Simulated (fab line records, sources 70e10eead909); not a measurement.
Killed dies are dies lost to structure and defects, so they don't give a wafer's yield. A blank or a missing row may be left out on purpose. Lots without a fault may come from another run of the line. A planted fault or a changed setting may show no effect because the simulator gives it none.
A struck lot beside a sound one | flow nand_harc | 15 steps out of a route of 1159
Sound: wafers L713.1, L713.2, L713.6. Struck: wafers L707.4, L707.6. (L707.2 of the same lot was not struck and is left out.) The cause comes at the end.
At each step with rows: each side's tool, then ch and its chambers, then its first start. Under that, the readings that differ: sound wafers | struck wafers | difference of the means | sigmas: that difference in standard deviations of wafers without a fault.
alike: readings whose means differ by less than 2 such deviations, and words and numbers that are the same on both sides. not compared: withheld readings, readings that some wafer has no value for, bounds like >300 that may hide the same value, and numbers for which the record gives no deviation and whose values overlap.
The two part at a step that has a row with sigmas, a row that says differs or no value, or rows on one side only. Numbers that don't overlap but have no deviation are shown without sigmas and don't part them. A reading that every wafer of one side lacks parts them only if that side has two wafers or more.

first, 7 steps without rows for these wafers: NHARC_A_BLC_COAT_03 (time 65 s); NHARC_A_BLC_COAT_04 (resist thk 90 nm); NHARC_A_BLC_SOFTBAKE_05 (time 55 s); NHARC_A_BLC_EBR_06; NHARC_A_BLC_EXPOSE_07 (exposes mask A BLC, target cd 100 nm); NHARC_A_BLC_PEB_08 (peb time 65 s); NHARC_A_BLC_DEVELOP_09 (develop time 35 s).
NHARC_A_BLC_CD_MEAS_10: target cd 100 nm.
  sound on cd_sem-03 ch 0, day 20 23:45; struck on cd_sem-01 ch 0, day 19 10:58
  alike: cd_nm
NHARC_A_BLC_OVL_MEAS_11:
  sound on overlay-01, day 20 23:50; struck on overlay-02, day 19 11:02
  alike: overlay_x_nm, overlay_y_nm
NHARC_A_BLC_INSPECT_12:
  sound on defect_inspect-02, day 20 23:52; struck on defect_inspect-01, day 19 11:05
  alike: raw_defect_count
NHARC_A_BLC_DESCUM_15: chemistry O2, time 3 s.
  sound on rie_diel-05 ch 0,2, day 20 23:56; struck on rie_diel-12 ch 1,3, day 19 11:09
  alike: drypump_motor_current_A, oes_product_au, rf_vpp_V, showerhead_plenum_p_Torr, throttle_valve_pct
  not compared: rf_hours_counter_h
NHARC_A_BLC_ETCH_16: etches the open film in CF4, target depth 39 nm, time 65 s.
  sound on rie_diel-05 ch 1,2,3, day 21 00:02; struck on rie_diel-12 ch 1,3, day 19 11:14
  alike: cf4_flow_sccm, drypump_motor_current_A, oes_product_au, rf_vpp_V, run_length_s, showerhead_plenum_p_Torr, throttle_valve_pct
  not compared: rf_hours_counter_h
NHARC_A_BLC_ETCH_17: etches the open film in N2/H2, target depth 390 nm, time 609.38 s.
  sound on rie_diel-05 ch 2,3, day 21 00:07; struck on rie_diel-12 ch 1,2, day 19 11:28
  reading          | sound             | struck      | difference | sigmas
  run_length_s (s) | 629.8 630.4 629.7 | 567.5 568.1 | -62.2      | -99 or more
  alike: drypump_motor_current_A, oes_product_au, rf_vpp_V, showerhead_plenum_p_Torr, throttle_valve_pct
  not compared: rf_hours_counter_h
NHARC_A_BLC_ETCH_18: etches the open film in C4F8/O2/Ar, target depth 910 nm.
  sound on rie_diel-05 ch 0,3; struck on rie_diel-12 ch 1,2
  alike: oes_product_au, rf_vpp_V
  not compared: rf_hours_counter_h
then, 1 step without rows for these wafers: NHARC_END_SORT_01.

WHERE THEY PART
Only at NHARC_A_BLC_ETCH_17, within this record. Later steps at which nothing parts them and some readings are alike: NHARC_A_BLC_ETCH_18.

WHY: what the simulator had put in
Process parameter drift: rie_diel-12, from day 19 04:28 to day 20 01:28, at NHARC_A_BLC_ETCH_17. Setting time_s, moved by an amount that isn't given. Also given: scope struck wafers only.
